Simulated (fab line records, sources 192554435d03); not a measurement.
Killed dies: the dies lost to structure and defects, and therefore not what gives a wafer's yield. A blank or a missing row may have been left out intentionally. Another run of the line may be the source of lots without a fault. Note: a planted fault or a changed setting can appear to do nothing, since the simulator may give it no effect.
Comparing a struck lot with a sound one / flow n5Finfet / 36 steps out of a route of 1938
Sound: these wafers, L271.3, L271.4, L271.6. Struck: wafers L273.1, L273.5, L273.6. The cause is named last.
Order at every step that has rows: each side's tool, ch and its chambers, its first start. Under that, the readings that differ: sound wafers / struck wafers / difference of the means / sigmas: that difference in standard deviations of wafers without a fault.
alike: words and numbers the same on both sides, and readings whose means are apart by under 2 such deviations; not compared: readings that were withheld, readings missing a value for some wafer, numbers with overlapping values and no deviation given by the record, and bounds like >300 which may hide the same value.
The two part at a step that has a row with sigmas, a row that says differs or no value, or rows on one side only. When numbers do not overlap yet have no deviation, they are printed without sigmas and do not part them. A reading missing from all wafers of one side parts the sides only when that side holds two or more wafers.

first, 9 steps without rows for these wafers: N5_WELL_APT_HMDS_01 (time 60 s); N5_WELL_APT_COAT_02 (resist thk 950 nm); N5_WELL_APT_EBR_04; N5_WELL_APT_SOFTBAKE_03 (time 60 s); N5_WELL_APT_EXPOSE_05 (exposes mask NWELL, defocus 0 nm, target cd 200 nm); N5_WELL_APT_PEB_06 (peb time 90 s); N5_WELL_APT_DEVELOP_07 (develop time 45 s); N5_WELL_APT_HARDBAKE_12 (time 120 s); N5_WELL_APT_DESCUM_13 (chemistry O2, time 7.9 s).
N5_WELL_APT_IMPLANT_14:
  sound on implanter-01 ch 0, day 2 07:59; struck on implanter-01 ch 0, day 2 20:06
reading=doseIonsCm2; sound=1.4992e+13 1.503e+13 1.5017e+13; struck=1.8955e+13 1.894e+13 1.8949e+13; difference=+3.9350e+12; sigmas=+99 or more
reading=faradayCurrentUA; sound=196 182 192; struck=234 245 237; difference=+49; sigmas=+13
  alike: beamOnS
then, 25 steps without rows for these wafers: N5_WELL_APT_IMPLANT_15; N5_WELL_APT_STRIP_16 (strips in SPM, time 900 s); N5_WELL_APT_HMDS_18 (time 60 s); N5_WELL_APT_COAT_19 (resist thk 950 nm); N5_WELL_APT_EBR_21; N5_WELL_APT_SOFTBAKE_20 (time 60 s); N5_WELL_APT_EXPOSE_22 (exposes mask PWELL, defocus 0 nm, target cd 200 nm); N5_WELL_APT_PEB_23 (peb time 90 s); N5_WELL_APT_DEVELOP_24 (develop time 45 s); N5_WELL_APT_HARDBAKE_29 (time 120 s); N5_WELL_APT_DESCUM_30 (chemistry O2, time 7.9 s); N5_WELL_APT_IMPLANT_31; N5_WELL_APT_IMPLANT_32; N5_WELL_APT_STRIP_33 (strips in SPM, time 900 s); N5_WELL_APT_RTA_34 (time 10 s); N5_WELL_APT_OXIDE_STRIP_42 (strips SiO2 in dHF, time 45 s, target depth 12 nm); N5_WELL_APT_PRECLEAN_36 (cleans in O3/DIW, time 45 s); N5_WELL_APT_PRECLEAN_39 (cleans in dHF, time 60 s); N5_WELL_APT_SRD_37 (time 30 s); N5_WELL_APT_EPI_41 (deposits Si from SiH4/H2, target thk 50 nm, time 297.7 s); N5_PMOS_HMC_CHANNEL_EPI_HM_DEP_34 (deposits SiO2 from TEOS/O2, target thk 36 nm, time 6.9 s); N5_PMOS_HMC_CHANNEL_EPI_COAT_31 (time 60 s, resist thk 66 nm); N5_PMOS_HMC_CHANNEL_EPI_COAT_03 (resist thk 205 nm); N5_PMOS_HMC_CHANNEL_EPI_EBR_05; N5_PMOS_HMC_CHANNEL_EPI_SOFTBAKE_04 (time 60 s).
-- record jumps: 8 days separate the struck wafers' starts on either side; left off in module PMOS_HMC_CHANNEL_EPI, taken up again in module BEOL_M4, whose first shown step is the route's number 1111 --
N5_BEOL_M4_RC_MEAS_101:
  sound on prober-02 ch 0, day 9 09:29; struck on prober-01 ch 0, day 10 15:33
reading=RS_NWELL (ohm/sq); sound=1038 1036 1035; struck=900 909 910; difference=-130; sigmas=-21
  alike: DIBL_N, DIBL_P, IOFF_N, IOFF_P, ION_N, ION_P, SS_N, SS_P, VT_N, VT_P

== WHERE THEY PART ==
Last at N5_BEOL_M4_RC_MEAS_101 as far as this record goes, first at N5_WELL_APT_IMPLANT_14.

WHY: what the simulator had put in
Drift in process parameters on implanter-01 at N5_WELL_APT_IMPLANT_14, starting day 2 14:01. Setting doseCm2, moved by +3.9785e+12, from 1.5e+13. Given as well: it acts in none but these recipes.
